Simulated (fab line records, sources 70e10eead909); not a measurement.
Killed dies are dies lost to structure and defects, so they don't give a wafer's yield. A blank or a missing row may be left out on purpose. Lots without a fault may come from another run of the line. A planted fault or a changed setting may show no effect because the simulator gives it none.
One fault seen from 2 desks | flow nand_harc | each desk has only its own numbers; what lay behind them comes last

THE METROLOGY DESK
What the gauges read, lot by lot, whatever tool the lot ran on: means of the sampled wafers that have a number. A lot is out of limits, marked OUT, if its mean lies more than 4 standard deviations from the usual mean; the brackets give that distance.
Columns: A = cd_nm at NHARC_A_M1_CD_MEAS_09, usual 120.0 nm
lot  | first seen here | A
L458 | day 23 23:36    | 120.1
L461 | day 24 19:39    | 119.3
L460 | day 24 22:51    | 119.9
L468 | day 27 23:58    | 119.3
L467 | day 28 09:05    | 119.1
L466 | day 28 18:25    | 120.0
L473 | day 29 00:41    | 120.3
L475 | day 30 10:19    | 121.7
L474 | day 30 12:59    | 122.8 (+4.4) OUT
L478 | day 32 12:07    | 120.1
L479 | day 32 16:21    | 120.4
This desk's finding: out of limits on L474; first on L474, day 30 12:59 (cd_nm at NHARC_A_M1_CD_MEAS_09). In limits: L458, L461, L460, L468, L467, L466, L473, L475, L478, L479.

THE DEFECT DESK
What the inspections along the route counted, lot by lot: means of the sampled wafers that have a number. A lot is out of limits, marked OUT, if its mean lies more than 4 standard deviations from the usual mean; the brackets give that distance.
Columns: A = raw_defect_count at NHARC_A_M0_INSPECT_27, usual 508
lot  | first seen here | A
L458 | day 23 21:55    | 598
L461 | day 24 17:45    | 555
L460 | day 24 21:27    | 525
L468 | day 27 22:15    | 519
L467 | day 28 07:41    | 374
L466 | day 28 17:00    | 497
L473 | day 28 23:18    | 546
L475 | day 30 09:02    | 756
L474 | day 30 11:35    | 574
L478 | day 32 10:44    | 580
L479 | day 32 14:57    | 362
This desk's finding: nothing out of limits on any of the 11 lots.

PUT TOGETHER
The metrology desk could have raised an alarm at day 30 12:59, on L474.
The defect desk saw nothing out of limits.
The defect desk has L474 on record, within its limits.
Of the lots named, all ran NHARC_A_M1_PEB_07 on litho_track-01.

WHAT THE SIMULATOR HAD PUT IN
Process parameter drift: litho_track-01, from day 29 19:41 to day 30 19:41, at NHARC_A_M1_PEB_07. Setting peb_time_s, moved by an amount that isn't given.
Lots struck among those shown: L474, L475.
Hours from the fault's start to each desk's first reading out of limits: the metrology desk, 17.
